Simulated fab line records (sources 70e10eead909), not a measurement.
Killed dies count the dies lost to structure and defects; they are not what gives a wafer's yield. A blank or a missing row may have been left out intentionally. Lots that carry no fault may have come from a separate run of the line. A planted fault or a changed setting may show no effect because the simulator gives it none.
Matching of chambers | flow nand_harc | 4 sister chambers for NHARC_A_STAIRCASE_CMP_152 on cmp-02
The step polishes. 4 wafers are shown with their chamber, then 7 later ones without.

## WAFERS PAIRED WITH THEIR CHAMBERS
wafer  | chamber | motor_current_A (A)
L086.1 | 1       | 13.8
L091.6 | 0       | 11.8
L093.1 | 3       | 11.3
L093.2 | 2       | 12.0

## WAFERS WITH NO CHAMBER GIVEN
wafer  | motor_current_A (A)
L093.5 | 12.8
L094.2 | 14.3
L094.5 | 11.5
L094.6 | 11.1
L097.3 | 11.1
L097.4 | 11.5
L097.5 | 11.9

## WHICH CHAMBER EACH WENT THROUGH
wafer  | from the rows above               | in truth
L093.5 | can't be placed: 2 or 0 or 1 or 3 | 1
L094.2 | 1                                 | 1
L094.5 | can't be placed: 3 or 0 or 2      | 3
L094.6 | can't be placed: 3 or 0 or 2      | 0
L097.3 | can't be placed: 3 or 0 or 2      | 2
L097.4 | can't be placed: 3 or 0 or 2      | 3
L097.5 | can't be placed: 0 or 2 or 3      | 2
1 of 7 placed correctly. Unplaceable from these rows: 6, with the true chamber sitting among the candidates in 6. Placed wrongly: 0.
How it was worked out, from the rows above alone: a wafer's distance from a chamber is the root of the sum, over the readings, of the square of ((its reading less the chamber's mean) divided by the reading's scatter). The wafer belongs to the nearest chamber; if the next one is less than 2 further off, it can't be placed. A chamber's mean is the mean of its shown wafers. The scatter: with one shown wafer a chamber, the root of the mean of the squares of how far each hidden wafer lies from its nearest shown one.
